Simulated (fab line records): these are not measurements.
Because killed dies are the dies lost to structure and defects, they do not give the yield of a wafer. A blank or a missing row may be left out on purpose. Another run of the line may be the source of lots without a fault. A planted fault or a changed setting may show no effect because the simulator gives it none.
Split-lot experiment / flow n5Finfet / route with 1938 steps; 7 lots, 39 wafers read

## THE SPLIT
At N5_GATE_CUT_ETCH_58 (etches SiNx in CH3F/O2, target depth 17 nm, time 128.6 s), the setting targetDepthA was moved away from the recipe's 170 angstrom on 12 of the 39 wafers read, by -57.2% to +41.9%. This setting was run at the recipe's value on the other wafers.

Reading taken at the split's own step.

## THE READING
SiNx_of_SDB_ALD_29.thkNm (the simulator's own value, which no gauge read), in nm, at N5_GATE_CUT_ETCH_58 (etches SiNx in CH3F/O2, target depth 17 nm, time 128.6 s). The file does not state a usual value for it. Average 24.5 nm, standard deviation 0.19 nm, over the 27 wafers here run with the recipe.

wafer=L075.1; tool, chamber at the split=rieDiel-06, 0; targetDepthA as run, angstrom=170; against the recipe=recipe; SiNx_of_SDB_ALD_29.thkNm, nm=24.4; against lot-mates on the recipe=-
wafer=L075.2; tool, chamber at the split=rieDiel-06, 1; targetDepthA as run, angstrom=170; against the recipe=recipe; SiNx_of_SDB_ALD_29.thkNm, nm=24.4; against lot-mates on the recipe=-
wafer=L075.3; tool, chamber at the split=rieDiel-06, 2; targetDepthA as run, angstrom=136.9; against the recipe=-19.5%; SiNx_of_SDB_ALD_29.thkNm, nm=25; against lot-mates on the recipe=+0.6
wafer=L075.4; tool, chamber at the split=rieDiel-06, 3; targetDepthA as run, angstrom=170; against the recipe=recipe; SiNx_of_SDB_ALD_29.thkNm, nm=24.4; against lot-mates on the recipe=-
wafer=L075.5; tool, chamber at the split=rieDiel-06, 0; targetDepthA as run, angstrom=136.9; against the recipe=-19.5%; SiNx_of_SDB_ALD_29.thkNm, nm=25.2; against lot-mates on the recipe=+0.8
wafer=L075.6; tool, chamber at the split=rieDiel-06, 1; targetDepthA as run, angstrom=136.9; against the recipe=-19.5%; SiNx_of_SDB_ALD_29.thkNm, nm=25; against lot-mates on the recipe=+0.6
wafer=L078.1; tool, chamber at the split=rieDiel-06, 0; targetDepthA as run, angstrom=241.3; against the recipe=+41.9%; SiNx_of_SDB_ALD_29.thkNm, nm=23.6; against lot-mates on the recipe=-1.2
wafer=L078.2; tool, chamber at the split=rieDiel-06, 3; targetDepthA as run, angstrom=241.3; against the recipe=+41.9%; SiNx_of_SDB_ALD_29.thkNm, nm=23.4; against lot-mates on the recipe=-1.4
wafer=L078.3; tool, chamber at the split=rieDiel-06, 2; targetDepthA as run, angstrom=170; against the recipe=recipe; SiNx_of_SDB_ALD_29.thkNm, nm=24.8; against lot-mates on the recipe=-
wafer=L078.4; tool, chamber at the split=rieDiel-06, 1; targetDepthA as run, angstrom=241.3; against the recipe=+41.9%; SiNx_of_SDB_ALD_29.thkNm, nm=23.6; against lot-mates on the recipe=-1.2
wafer=L078.5; tool, chamber at the split=rieDiel-06, 0; targetDepthA as run, angstrom=170; against the recipe=recipe; SiNx_of_SDB_ALD_29.thkNm, nm=24.8; against lot-mates on the recipe=-
wafer=L078.6; tool, chamber at the split=rieDiel-06, 1; targetDepthA as run, angstrom=170; against the recipe=recipe; SiNx_of_SDB_ALD_29.thkNm, nm=24.8; against lot-mates on the recipe=-
wafer=L079.1; tool, chamber at the split=rieDiel-05, 1; targetDepthA as run, angstrom=170; against the recipe=recipe; SiNx_of_SDB_ALD_29.thkNm, nm=24.2; against lot-mates on the recipe=-
wafer=L079.2; tool, chamber at the split=rieDiel-05, 3; targetDepthA as run, angstrom=170; against the recipe=recipe; SiNx_of_SDB_ALD_29.thkNm, nm=24.6; against lot-mates on the recipe=-
wafer=L079.3; tool, chamber at the split=rieDiel-05, 2; targetDepthA as run, angstrom=170; against the recipe=recipe; SiNx_of_SDB_ALD_29.thkNm, nm=24.4; against lot-mates on the recipe=-
wafer=L079.4; tool, chamber at the split=rieDiel-05, 0; targetDepthA as run, angstrom=170; against the recipe=recipe; SiNx_of_SDB_ALD_29.thkNm, nm=24.4; against lot-mates on the recipe=-
wafer=L079.5; tool, chamber at the split=rieDiel-05, 1; targetDepthA as run, angstrom=170; against the recipe=recipe; SiNx_of_SDB_ALD_29.thkNm, nm=24.4; against lot-mates on the recipe=-
wafer=L079.6; tool, chamber at the split=rieDiel-05, 0; targetDepthA as run, angstrom=170; against the recipe=recipe; SiNx_of_SDB_ALD_29.thkNm, nm=24.4; against lot-mates on the recipe=-
wafer=L087.1; tool, chamber at the split=rieDiel-06, 3; targetDepthA as run, angstrom=170; against the recipe=recipe; SiNx_of_SDB_ALD_29.thkNm, nm=24.6; against lot-mates on the recipe=-
wafer=L087.2; tool, chamber at the split=rieDiel-06, 1; targetDepthA as run, angstrom=135.7; against the recipe=-20.2%; SiNx_of_SDB_ALD_29.thkNm, nm=25.2; against lot-mates on the recipe=+0.5
wafer=L087.3; tool, chamber at the split=rieDiel-06, 0; targetDepthA as run, angstrom=170; against the recipe=recipe; SiNx_of_SDB_ALD_29.thkNm, nm=24.8; against lot-mates on the recipe=-
wafer=L087.4; tool, chamber at the split=rieDiel-06, 2; targetDepthA as run, angstrom=135.7; against the recipe=-20.2%; SiNx_of_SDB_ALD_29.thkNm, nm=24.8; against lot-mates on the recipe=+0.1
wafer=L087.5; tool, chamber at the split=rieDiel-06, 1; targetDepthA as run, angstrom=135.7; against the recipe=-20.2%; SiNx_of_SDB_ALD_29.thkNm, nm=25.2; against lot-mates on the recipe=+0.5
wafer=L087.6; tool, chamber at the split=rieDiel-06, 0; targetDepthA as run, angstrom=170; against the recipe=recipe; SiNx_of_SDB_ALD_29.thkNm, nm=24.8; against lot-mates on the recipe=-
wafer=L088.2; tool, chamber at the split=rieDiel-05, 3; targetDepthA as run, angstrom=170; against the recipe=recipe; SiNx_of_SDB_ALD_29.thkNm, nm=24.6; against lot-mates on the recipe=-
wafer=L088.3; tool, chamber at the split=rieDiel-05, 0; targetDepthA as run, angstrom=170; against the recipe=recipe; SiNx_of_SDB_ALD_29.thkNm, nm=24.2; against lot-mates on the recipe=-
wafer=L088.4; tool, chamber at the split=rieDiel-05, 1; targetDepthA as run, angstrom=170; against the recipe=recipe; SiNx_of_SDB_ALD_29.thkNm, nm=24.2; against lot-mates on the recipe=-
wafer=L092.1; tool, chamber at the split=rieDiel-05, 2; targetDepthA as run, angstrom=170; against the recipe=recipe; SiNx_of_SDB_ALD_29.thkNm, nm=24.6; against lot-mates on the recipe=-
wafer=L092.2; tool, chamber at the split=rieDiel-05, 1; targetDepthA as run, angstrom=170; against the recipe=recipe; SiNx_of_SDB_ALD_29.thkNm, nm=24.6; against lot-mates on the recipe=-
wafer=L092.3; tool, chamber at the split=rieDiel-05, 0; targetDepthA as run, angstrom=170; against the recipe=recipe; SiNx_of_SDB_ALD_29.thkNm, nm=24.4; against lot-mates on the recipe=-
wafer=L092.4; tool, chamber at the split=rieDiel-05, 3; targetDepthA as run, angstrom=170; against the recipe=recipe; SiNx_of_SDB_ALD_29.thkNm, nm=24.6; against lot-mates on the recipe=-
wafer=L092.5; tool, chamber at the split=rieDiel-05, 2; targetDepthA as run, angstrom=170; against the recipe=recipe; SiNx_of_SDB_ALD_29.thkNm, nm=24.6; against lot-mates on the recipe=-
wafer=L092.6; tool, chamber at the split=rieDiel-05, 1; targetDepthA as run, angstrom=170; against the recipe=recipe; SiNx_of_SDB_ALD_29.thkNm, nm=24.4; against lot-mates on the recipe=-
wafer=L093.1; tool, chamber at the split=rieDiel-02, 1; targetDepthA as run, angstrom=72.7; against the recipe=-57.2%; SiNx_of_SDB_ALD_29.thkNm, nm=25.8; against lot-mates on the recipe=+1.1
wafer=L093.2; tool, chamber at the split=rieDiel-02, 2; targetDepthA as run, angstrom=72.7; against the recipe=-57.2%; SiNx_of_SDB_ALD_29.thkNm, nm=26.2; against lot-mates on the recipe=+1.5
wafer=L093.3; tool, chamber at the split=rieDiel-02, 0; targetDepthA as run, angstrom=170; against the recipe=recipe; SiNx_of_SDB_ALD_29.thkNm, nm=24.6; against lot-mates on the recipe=-
wafer=L093.4; tool, chamber at the split=rieDiel-02, 1; targetDepthA as run, angstrom=170; against the recipe=recipe; SiNx_of_SDB_ALD_29.thkNm, nm=24.8; against lot-mates on the recipe=-
wafer=L093.5; tool, chamber at the split=rieDiel-02, 2; targetDepthA as run, angstrom=170; against the recipe=recipe; SiNx_of_SDB_ALD_29.thkNm, nm=24.8; against lot-mates on the recipe=-
wafer=L093.6; tool, chamber at the split=rieDiel-02, 0; targetDepthA as run, angstrom=72.7; against the recipe=-57.2%; SiNx_of_SDB_ALD_29.thkNm, nm=26.2; against lot-mates on the recipe=+1.5

THE FIT
A straight line over all 39 wafers: SiNx_of_SDB_ALD_29.thkNm changes by -0.0257 nm for each +1% of targetDepthA; r = -0.95; the points scatter about the line by 0.19 nm.
The same after taking each lot's own level away (the mean of its wafers on the recipe; 39 wafers): -0.0259 nm for each +1%; r = -0.96; scatter 0.15 nm.
That fit puts the effect of the largest move of targetDepthA on the reading at 1.5 nm.
Measured against the standard deviation above, the lots' own levels, which go from 24.33 to 24.80 nm, span 2.4 times it.
The two slopes are in agreement: the lot-to-lot level therefore moves the slope only a little.
Check: +1.55 nm against its lot-mates is what the line predicts for one of the wafers moved furthest among these (-57.2%) when that wafer is left out of the fit. It came out at +1.07 nm against them.

## ADDITIONAL SPLITS CARRIED BY THESE WAFERS
These wafers also went through other splits before the reading. Each is held against what the fit with the lots' levels taken away leaves over:
other split on the same wafers=N5_FIN_SAQP_HM_DEP_03 targetThkA; wafers away from the commonest value=9; r with SiNx_of_SDB_ALD_29.thkNm (lot level and that fit taken away)=+0.17
other split on the same wafers=N5_DUMMY_GATE_CVD_03 targetThkA; wafers away from the commonest value=33; r with SiNx_of_SDB_ALD_29.thkNm (lot level and that fit taken away)=+0.17
other split on the same wafers=N5_SD_EPI_N_DESCUM_14 timeS; wafers away from the commonest value=15; r with SiNx_of_SDB_ALD_29.thkNm (lot level and that fit taken away)=+0.10

## THE WHOLE CHAIN: every reading that the file lists as answering this split, in the file's order
step=N5_GATE_CUT_ETCH_58; what it does=etches SiNx in CH3F/O2, target depth 17 nm, time 128.6 s; reading=etch.depthNm (the simulator's own value, which no gauge read); change (the file's fit)=+0.17 nm for each +1% of the setting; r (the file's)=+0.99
step=N5_GATE_CUT_ETCH_58; what it does=etches SiNx in CH3F/O2, target depth 17 nm, time 128.6 s; reading=SiNx_of_SDB_ALD_29.thkNm (the simulator's own value, which no gauge read); change (the file's fit)=-0.0256 nm for each +1% of the setting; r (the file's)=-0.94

## FILE'S OWN FIT
SiNx_of_SDB_ALD_29.thkNm changes by -0.0256 nm for each +1% of targetDepthA, r = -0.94.
